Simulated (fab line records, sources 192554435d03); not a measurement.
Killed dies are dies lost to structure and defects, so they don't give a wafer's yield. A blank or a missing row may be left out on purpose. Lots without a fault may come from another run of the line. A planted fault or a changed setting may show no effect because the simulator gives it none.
Which tool did it? | flow n5_finfet | 23 lots, 69 wafers sampled, at 6 steps of a route of 1938

WHAT THE GAUGES READ, wafer by wafer
N5_BEOL_M12_CD_MEAS_10: target cd 140 nm. Usual: cd_nm 139.3 nm, standard deviation 2.
lot  | measured     | on        | cd_nm (nm)        | flag
L075 | day 10 23:22 | cd_sem-02 | 140.6 141.3 140.6 |
L076 | day 11 07:25 | cd_sem-01 | 139.4 138.2 138.0 |
L074 | day 11 08:25 | cd_sem-02 | 139.1 141.0 138.9 |
L077 | day 11 14:24 | cd_sem-02 | 142.2 140.1 137.8 |
L079 | day 12 14:12 | cd_sem-02 | 139.2 140.4 145.6 |
L078 | day 12 16:38 | cd_sem-01 | 138.8 137.5 139.9 |
L082 | day 12 21:00 | cd_sem-03 | 137.7 140.3 140.3 |
L080 | day 12 21:47 | cd_sem-01 | 138.4 141.6 136.9 |
L081 | day 12 22:57 | cd_sem-03 | 140.9 139.7 141.4 |
L083 | day 13 09:38 | cd_sem-02 | 137.5 136.8 136.9 |
L085 | day 13 09:57 | cd_sem-02 | 137.5 141.8 139.5 |
L084 | day 13 10:40 | cd_sem-03 | 138.5 137.4 135.0 |
L087 | day 14 06:10 | cd_sem-02 | 136.7 137.2 140.9 |
L086 | day 14 07:21 | cd_sem-03 | 142.4 141.2 138.8 |
L088 | day 14 10:31 | cd_sem-02 | 138.6 138.4 139.9 |
L089 | day 14 16:30 | cd_sem-03 | 138.9 142.0 138.7 |
L090 | day 15 01:21 | cd_sem-03 | 136.2 139.1 140.0 |
L091 | day 15 02:03 | cd_sem-02 | 138.9 141.5 138.2 |
L092 | day 15 08:32 | cd_sem-02 | 141.2 138.8 138.5 |
L095 | day 15 21:40 | cd_sem-01 | 140.5 136.4 141.7 |
L096 | day 16 14:11 | cd_sem-01 | 141.3 138.8 138.2 |
L094 | day 16 14:20 | cd_sem-01 | 136.2 139.5 138.3 |
L097 | day 16 23:26 | cd_sem-03 | 138.1 137.1 136.8 |

N5_BEOL_M12_OVL_MEAS_29. Usual: M12_OVL -3 nm, standard deviation 5.8.
lot  | measured     | on         | M12_OVL (nm) | flag
L075 | day 11 00:29 | overlay-02 | -11 4 -15    |
L076 | day 11 08:22 | overlay-02 | -10 -10 -6   |
L074 | day 11 09:29 | overlay-01 | 8 4 9        |
L077 | day 11 15:28 | overlay-01 | 2 -1 -7      |
L079 | day 12 15:15 | overlay-01 | -6 9 5       |
L078 | day 12 17:42 | overlay-01 | -1 0 0       |
L082 | day 12 22:04 | overlay-01 | -1 -7 -7     |
L080 | day 12 22:43 | overlay-01 | 5 6 0        |
L081 | day 13 00:05 | overlay-02 | -2 -3 -11    |
L083 | day 13 10:35 | overlay-02 | 5 2 4        |
L085 | day 13 10:53 | overlay-02 | -4 0 -1      |
L084 | day 13 11:52 | overlay-02 | -11 -5 -11   |
L087 | day 14 07:22 | overlay-02 | -5 -2 -3     |
L086 | day 14 08:18 | overlay-01 | -6 -7 -4     |
L088 | day 14 11:34 | overlay-01 | -10 -2 -5    |
L089 | day 14 17:34 | overlay-01 | -5 -11 -13   |
L090 | day 15 02:25 | overlay-01 | -2 -4 -8     |
L091 | day 15 02:59 | overlay-01 | 8 0 -7       |
L092 | day 15 09:28 | overlay-01 | 5 -1 3       |
L095 | day 15 22:37 | overlay-01 | -5 -4 -1     |
L096 | day 16 15:07 | overlay-01 | -11 -6 -4    |
L094 | day 16 15:25 | overlay-01 | 0 0 2        |
L097 | day 17 00:25 | overlay-01 | 0 -1 0       |

WHICH TOOL RAN EACH LOT (tool, then ch and the chambers of the sampled wafers, then the start)
lot  | N5_BEOL_M11_ETCH_66                | N5_BEOL_M11_STRIP_77                          | N5_BEOL_M12_STRIP_63                 | N5_BEOL_M12_STRIP_64
L075 | rie_diel-03 ch 0,1,2, day 10 18:41 | rie_diel-03 ch 0,1,2, day 10 23:22 or earlier | plasma_asher-02 ch 0,1, day 10 23:55 | plasma_asher-02 ch 0,1, day 10 23:59
L076 | rie_diel-03 ch 0,2,3, day 11 02:32 | rie_diel-03 ch 0,2,3, day 11 07:25 or earlier | plasma_asher-02 ch 0, day 11 07:47   | plasma_asher-02 ch 0, day 11 07:51
L074 | rie_diel-06 ch 1,2, day 11 05:09   | rie_diel-06 ch 1,2, day 11 08:25 or earlier   | plasma_asher-01 ch 0, day 11 08:47   | plasma_asher-01 ch 0, day 11 08:51
L077 | rie_diel-06 ch 2,3, day 11 11:06   | rie_diel-06 ch 2,3, day 11 14:24 or earlier   | plasma_asher-02 ch 0,1, day 11 14:48 | plasma_asher-02 ch 0,1, day 11 14:52
L079 | rie_diel-03 ch 0,1,2, day 12 10:22 | rie_diel-03 ch 0,1,2, day 12 14:12 or earlier | plasma_asher-02 ch 0,1, day 12 14:41 | plasma_asher-02 ch 0,1, day 12 14:45
L078 | rie_diel-06 ch 0,2,3, day 12 10:46 | rie_diel-06 ch 0,2,3, day 12 16:38 or earlier | plasma_asher-01 ch 0,1, day 12 17:01 | plasma_asher-01 ch 0,1, day 12 17:04
L082 | rie_diel-03 ch 0,3, day 12 17:23   | rie_diel-03 ch 0,3, day 12 21:00 or earlier   | plasma_asher-02 ch 0,1, day 12 21:23 | plasma_asher-02 ch 0,1, day 12 21:27
L080 | rie_diel-05 ch 0,1, day 12 17:33   | rie_diel-05 ch 0,1, day 12 21:47 or earlier   | plasma_asher-02 ch 0,1, day 12 22:09 | plasma_asher-02 ch 0,1, day 12 22:13
L081 | rie_diel-05 ch 0,1, day 12 19:25   | rie_diel-05 ch 0,1, day 12 22:57 or earlier   | plasma_asher-02 ch 0,1, day 12 23:24 | plasma_asher-02 ch 0,1, day 12 23:28
L083 | rie_diel-06 ch 2,3, day 13 04:25   | rie_diel-06 ch 2,3, day 13 09:38 or earlier   | plasma_asher-02 ch 0,1, day 13 10:01 | plasma_asher-02 ch 0,1, day 13 10:04
L085 | rie_diel-05 ch 0,1, day 13 04:47   | rie_diel-05 ch 0,1, day 13 09:57 or earlier   | plasma_asher-01 ch 0,1, day 13 10:20 | plasma_asher-01 ch 0,1, day 13 10:23
L084 | rie_diel-06 ch 1,2, day 13 04:52   | rie_diel-06 ch 1,2, day 13 10:40 or earlier   | plasma_asher-01 ch 0,1, day 13 11:10 | plasma_asher-01 ch 0,1, day 13 11:14
L087 | rie_diel-05 ch 0,2,3, day 14 01:41 | rie_diel-05 ch 0,2,3, day 14 06:10 or earlier | plasma_asher-01 ch 0,1, day 14 06:49 | plasma_asher-01 ch 0,1, day 14 06:52
L086 | rie_diel-05 ch 0,2,3, day 14 02:38 | rie_diel-05 ch 0,2,3, day 14 07:21 or earlier | plasma_asher-01 ch 0,1, day 14 07:45 | plasma_asher-01 ch 0,1, day 14 07:49
L088 | rie_diel-05 ch 0,3, day 14 04:38   | rie_diel-05 ch 0,3, day 14 10:31 or earlier   | plasma_asher-01 ch 0,1, day 14 11:01 | plasma_asher-01 ch 0,1, day 14 11:05
L089 | rie_diel-03 ch 0,1,2, day 14 12:40 | rie_diel-03 ch 0,1,2, day 14 16:30 or earlier | plasma_asher-01 ch 0,1, day 14 16:53 | plasma_asher-01 ch 0,1, day 14 16:56
L090 | rie_diel-03 ch 1,2,3, day 14 20:26 | rie_diel-03 ch 1,2,3, day 15 01:21 or earlier | plasma_asher-01 ch 0,1, day 15 01:43 | plasma_asher-01 ch 0,1, day 15 01:47
L091 | rie_diel-06 ch 0,2,3, day 14 22:39 | rie_diel-06 ch 0,2,3, day 15 02:03 or earlier | plasma_asher-01 ch 0,1, day 15 02:26 | plasma_asher-01 ch 0,1, day 15 02:29
L092 | rie_diel-06 ch 0,2,3, day 15 04:36 | rie_diel-06 ch 0,2,3, day 15 08:32 or earlier | plasma_asher-01 ch 0,1, day 15 08:55 | plasma_asher-01 ch 0,1, day 15 08:58
L095 | rie_diel-05 ch 0,1, day 15 18:18   | rie_diel-05 ch 0,1, day 15 21:40 or earlier   | plasma_asher-02 ch 0,1, day 15 22:02 | plasma_asher-02 ch 0,1, day 15 22:06
L096 | rie_diel-05 ch 0,2,3, day 16 10:07 | rie_diel-05 ch 1,2,3, day 16 14:11 or earlier | plasma_asher-02 ch 0,1, day 16 14:33 | plasma_asher-02 ch 0,1, day 16 14:37
L094 | rie_diel-03 ch 2,3, day 16 10:26   | rie_diel-03 ch 2,3, day 16 14:20 or earlier   | plasma_asher-01 ch 0, day 16 14:49   | plasma_asher-01 ch 0, day 16 14:52
L097 | rie_diel-06 ch 1,2,3, day 16 17:42 | rie_diel-06 ch 1,2,3, day 16 23:26 or earlier | plasma_asher-01 ch 0,1, day 16 23:50 | plasma_asher-01 ch 0,1, day 16 23:53
- N5_BEOL_M11_ETCH_66: etches SOC in N2/H2, target depth 120 nm, overetch 24 nm, time 180 s.
- N5_BEOL_M11_STRIP_77: strips in N2/H2, time 10 s.
- N5_BEOL_M12_STRIP_63: strips in N2/H2.
- N5_BEOL_M12_STRIP_64: strips in N2/H2.

WHAT THE TOOLS THEMSELVES READ (means of the sampled wafers that have a number; where no wafer has one, the mark that the record gives instead)
N5_BEOL_M11_ETCH_66. Usual: chamber_pressure_mTorr 30.00 mTorr, standard deviation 0.031; drypump_motor_current_A 5.40 A, standard deviation 0.28; oes_product_au 0.65 a.u., standard deviation 0.073; rf_vpp_V 524.2 V, standard deviation 1.7; showerhead_plenum_p_Torr 2.56 Torr, standard deviation 0.062; throttle_valve_pct 17.84 %, standard deviation 0.3.
lot  | tool        | chamber_pressure_mTorr (mTorr) | drypump_motor_current_A (A) | oes_product_au (a.u.) | rf_vpp_V (V) | showerhead_plenum_p_Torr (Torr) | throttle_valve_pct (%) | flag
L075 | rie_diel-03 | 30.00                          | 5.51                        | 0.59                  | 524.3        | 2.56                            | 17.76                  |
L076 | rie_diel-03 | 30.01                          | 5.46                        | 0.64                  | 523.0        | 2.54                            | 17.81                  |
L074 | rie_diel-06 | 30.02                          | 5.61                        | 0.69                  | 525.3        | 2.58                            | 17.84                  |
L077 | rie_diel-06 | 30.00                          | 5.52                        | 0.58                  | 523.8        | 2.54                            | 18.21                  |
L079 | rie_diel-03 | 30.01                          | 5.47                        | 0.66                  | 524.1        | 2.55                            | 17.62                  |
L078 | rie_diel-06 | 30.01                          | 5.44                        | 0.57                  | 524.1        | 2.58                            | 18.17                  |
L082 | rie_diel-03 | 29.99                          | 5.42                        | 0.69                  | 524.9        | 2.58                            | 17.73                  |
L080 | rie_diel-05 | 30.00                          | 5.17                        | 0.74                  | 524.9        | 2.57                            | 17.72                  |
L081 | rie_diel-05 | 30.00                          | 5.29                        | 0.72                  | 522.8        | 2.53                            | 17.57                  |
L083 | rie_diel-06 | 29.99                          | 5.70                        | 0.58                  | 523.6        | 2.54                            | 18.36                  |
L085 | rie_diel-05 | 29.98                          | 5.34                        | 0.71                  | 523.7        | 2.53                            | 17.58                  |
L084 | rie_diel-06 | 30.00                          | 5.75                        | 0.63                  | 523.9        | 2.56                            | 18.19                  |
L087 | rie_diel-05 | 30.01                          | 5.34                        | 0.67                  | 523.9        | 2.57                            | 17.87                  |
L086 | rie_diel-05 | 30.02                          | 5.34                        | 0.67                  | 524.5        | 2.57                            | 17.87                  |
L088 | rie_diel-05 | 29.99                          | 5.14                        | 0.68                  | 524.6        | 2.58                            | 17.93                  |
L089 | rie_diel-03 | 30.01                          | 5.49                        | 0.64                  | 524.8        | 2.55                            | 17.65                  |
L090 | rie_diel-03 | 29.94                          | 5.22                        | 0.69                  | 525.2        | 2.58                            | 17.73                  |
L091 | rie_diel-06 | 29.98                          | 5.44                        | 0.57                  | 523.9        | 2.57                            | 18.20                  |
L092 | rie_diel-06 | 29.98                          | 5.44                        | 0.57                  | 524.1        | 2.57                            | 18.21                  |
L095 | rie_diel-05 | 30.00                          | 5.33                        | 0.69                  | 523.3        | 2.52                            | 17.63                  |
L096 | rie_diel-05 | 30.00                          | 5.35                        | 0.65                  | 524.2        | 2.56                            | 17.89                  |
L094 | rie_diel-03 | 30.00                          | 5.22                        | 0.71                  | 523.5        | 2.52                            | 17.77                  |
L097 | rie_diel-06 | 30.01                          | 5.57                        | 0.60                  | 523.0        | 2.55                            | 18.10                  |

N5_BEOL_M11_STRIP_77. Usual: chamber_pressure_mTorr 19.999 mTorr, standard deviation 0.018; drypump_motor_current_A 5.40 A, standard deviation 0.28; oes_product_au 0.80 a.u., standard deviation 0.099; rf_vpp_V 59.1 V, standard deviation 0.91; showerhead_plenum_p_Torr 2.56 Torr, standard deviation 0.062; throttle_valve_pct 23.7 %, standard deviation 0.38.
lot  | tool        | chamber_pressure_mTorr (mTorr) | drypump_motor_current_A (A) | oes_product_au (a.u.) | rf_vpp_V (V) | showerhead_plenum_p_Torr (Torr) | throttle_valve_pct (%) | flag
L075 | rie_diel-03 | 20.012                         | 5.50                        | 0.72                  | 59.5         | 2.56                            | 23.5                   |
L076 | rie_diel-03 | 19.998                         | 5.46                        | 0.78                  | 59.2         | 2.54                            | 23.6                   |
L074 | rie_diel-06 | 19.994                         | 5.60                        | 0.85                  | 58.5         | 2.58                            | 23.7                   |
L077 | rie_diel-06 | 19.999                         | 5.52                        | 0.70                  | 58.3         | 2.53                            | 24.1                   |
L079 | rie_diel-03 | 20.011                         | 5.48                        | 0.81                  | 59.8         | 2.55                            | 23.4                   |
L078 | rie_diel-06 | 19.993                         | 5.43                        | 0.70                  | 59.5         | 2.57                            | 24.1                   |
L082 | rie_diel-03 | 20.009                         | 5.42                        | 0.86                  | 58.6         | 2.57                            | 23.5                   |
L080 | rie_diel-05 | 19.984                         | 5.19                        | 0.93                  | 58.7         | 2.57                            | 23.6                   |
L081 | rie_diel-05 | 19.997                         | 5.33                        | 0.90                  | 59.1         | 2.52                            | 23.4                   |
L083 | rie_diel-06 | 19.997                         | 5.71                        | 0.71                  | 59.7         | 2.53                            | 24.4                   |
L085 | rie_diel-05 | 19.993                         | 5.31                        | 0.89                  | 59.4         | 2.52                            | 23.5                   |
L084 | rie_diel-06 | 20.024                         | 5.75                        | 0.78                  | 58.9         | 2.55                            | 24.1                   |
L087 | rie_diel-05 | 20.002                         | 5.35                        | 0.83                  | 59.6         | 2.57                            | 23.8                   |
L086 | rie_diel-05 | 19.986                         | 5.34                        | 0.84                  | 59.8         | 2.57                            | 23.8                   |
L088 | rie_diel-05 | 20.004                         | 5.12                        | 0.86                  | 59.1         | 2.58                            | 23.8                   |
L089 | rie_diel-03 | 19.988                         | 5.51                        | 0.79                  | 58.3         | 2.54                            | 23.4                   |
L090 | rie_diel-03 | 19.997                         | 5.23                        | 0.86                  | 58.6         | 2.58                            | 23.6                   |
L091 | rie_diel-06 | 19.981                         | 5.43                        | 0.70                  | 59.0         | 2.57                            | 24.1                   |
L092 | rie_diel-06 | 19.998                         | 5.44                        | 0.69                  | 58.7         | 2.57                            | 24.1                   |
L095 | rie_diel-05 | 20.002                         | 5.31                        | 0.86                  | 59.2         | 2.51                            | 23.5                   |
L096 | rie_diel-05 | 20.004                         | 5.48                        | 0.79                  | 59.2         | 2.51                            | 23.7                   |
L094 | rie_diel-03 | 20.008                         | 5.22                        | 0.88                  | 58.8         | 2.52                            | 23.7                   |
L097 | rie_diel-06 | 19.988                         | 5.57                        | 0.74                  | 58.5         | 2.54                            | 24.0                   |

N5_BEOL_M12_STRIP_63. Usual: chamber_pressure_mTorr 999.9 mTorr, standard deviation 0.94; drypump_motor_current_A 5.8 A, standard deviation 0.54; heater_power_w 357 W, standard deviation 43; oes_product_au 0.693 a.u., standard deviation 0.0046; strip_time_to_endpoint_s 42.3 s, standard deviation 0.74.
lot  | tool            | chamber_pressure_mTorr (mTorr) | drypump_motor_current_A (A) | heater_power_w (W) | oes_product_au (a.u.) | strip_time_to_endpoint_s (s) | flag
L075 | plasma_asher-02 | 1000.0                         | 5.1                         | 333                | 0.692                 | 42.7                         |
L076 | plasma_asher-02 | 1000.2                         | 4.8                         | 322                | 0.693                 | 42.5                         |
L074 | plasma_asher-01 | 999.8                          | 6.2                         | 422                | 0.688                 | 42.3                         |
L077 | plasma_asher-02 | 999.8                          | 5.1                         | 335                | 0.689                 | 42.4                         |
L079 | plasma_asher-02 | 999.8                          | 5.3                         | 333                | 0.695                 | 42.6                         |
L078 | plasma_asher-01 | 1000.7                         | 6.1                         | 360                | 0.689                 | 42.4                         |
L082 | plasma_asher-02 | 999.2                          | 5.1                         | 336                | 0.694                 | 42.1                         |
L080 | plasma_asher-02 | 1000.0                         | 5.1                         | 333                | 0.690                 | 42.1                         |
L081 | plasma_asher-02 | 1000.5                         | 5.1                         | 330                | 0.691                 | 43.9                         |
L083 | plasma_asher-02 | 999.0                          | 5.1                         | 328                | 0.693                 | 41.9                         |
L085 | plasma_asher-01 | 1000.4                         | 6.2                         | 388                | 0.693                 | 42.8                         |
L084 | plasma_asher-01 | 1000.4                         | 6.1                         | 358                | 0.695                 | 42.2                         |
L087 | plasma_asher-01 | 1000.4                         | 6.1                         | 357                | 0.695                 | 42.9                         |
L086 | plasma_asher-01 | 998.7                          | 6.2                         | 387                | 0.690                 | 41.6                         |
L088 | plasma_asher-01 | 999.5                          | 6.1                         | 359                | 0.694                 | 41.8                         |
L089 | plasma_asher-01 | 1000.1                         | 6.2                         | 391                | 0.691                 | 43.4                         |
L090 | plasma_asher-01 | 999.4                          | 6.2                         | 392                | 0.693                 | 41.5                         |
L091 | plasma_asher-01 | 999.9                          | 6.1                         | 355                | 0.691                 | 42.8                         |
L092 | plasma_asher-01 | 999.8                          | 6.1                         | 360                | 0.693                 | 42.7                         |
L095 | plasma_asher-02 | 1000.0                         | 5.1                         | 335                | 0.692                 | 42.1                         |
L096 | plasma_asher-02 | 999.0                          | 5.1                         | 332                | 0.691                 | 42.5                         |
L094 | plasma_asher-01 | 1000.2                         | 6.3                         | 419                | 0.693                 | 41.8                         |
L097 | plasma_asher-01 | 999.6                          | 6.1                         | 359                | 0.690                 | 42.4                         |

N5_BEOL_M12_STRIP_64. Usual: drypump_motor_current_A 5.8 A, standard deviation 0.53; heater_power_w 356 W, standard deviation 43; oes_product_au 0.716 a.u., standard deviation 0.0044; strip_time_to_endpoint_s 31.36 s, standard deviation 0.068.
lot  | tool            | drypump_motor_current_A (A) | heater_power_w (W) | oes_product_au (a.u.) | strip_time_to_endpoint_s (s) | flag
L075 | plasma_asher-02 | 5.1                         | 328                | 0.718                 | 31.45                        |
L076 | plasma_asher-02 | 4.8                         | 327                | 0.714                 | 31.42                        |
L074 | plasma_asher-01 | 6.2                         | 423                | 0.718                 | 31.31                        |
L077 | plasma_asher-02 | 5.1                         | 333                | 0.713                 | 31.36                        |
L079 | plasma_asher-02 | 5.3                         | 336                | 0.715                 | 31.34                        |
L078 | plasma_asher-01 | 6.1                         | 355                | 0.712                 | 31.31                        |
L082 | plasma_asher-02 | 5.1                         | 331                | 0.716                 | 31.31                        |
L080 | plasma_asher-02 | 5.1                         | 331                | 0.715                 | 31.33                        |
L081 | plasma_asher-02 | 5.1                         | 328                | 0.712                 | 31.44                        |
L083 | plasma_asher-02 | 5.1                         | 329                | 0.716                 | 31.38                        |
L085 | plasma_asher-01 | 6.2                         | 383                | 0.715                 | 31.47                        |
L084 | plasma_asher-01 | 6.1                         | 356                | 0.714                 | 31.46                        |
L087 | plasma_asher-01 | 6.1                         | 356                | 0.718                 | 31.39                        |
L086 | plasma_asher-01 | 6.2                         | 392                | 0.714                 | 31.30                        |
L088 | plasma_asher-01 | 6.1                         | 358                | 0.717                 | 31.35                        |
L089 | plasma_asher-01 | 6.1                         | 388                | 0.715                 | 31.38                        |
L090 | plasma_asher-01 | 6.2                         | 389                | 0.714                 | 31.42                        |
L091 | plasma_asher-01 | 6.1                         | 350                | 0.718                 | 31.40                        |
L092 | plasma_asher-01 | 6.1                         | 354                | 0.713                 | 31.37                        |
L095 | plasma_asher-02 | 5.1                         | 332                | 0.720                 | 31.33                        |
L096 | plasma_asher-02 | 5.1                         | 330                | 0.714                 | 31.32                        |
L094 | plasma_asher-01 | 6.3                         | 426                | 0.716                 | 31.33                        |
L097 | plasma_asher-01 | 6.1                         | 356                | 0.713                 | 31.25                        |

THE ANSWER, worked out from the rows above alone
Rule: a lot is off if the mean of its wafers that have a number lies more than 3 standard deviations from the usual mean. A lot without any number at a reading at which 4 lots or more have one is off too. The other lots that the step has rows for count as sound. The gauges are gone through in route order, then the tools' own readings, and for those a lot's mean is taken as printed above. The first step at which some lot is off is used, and at that step the reading that is off furthest; a lot without a number counts as furthest.
No lot is off at any reading shown: from this, nothing can be told.

WHAT THE SIMULATOR HAD PUT IN
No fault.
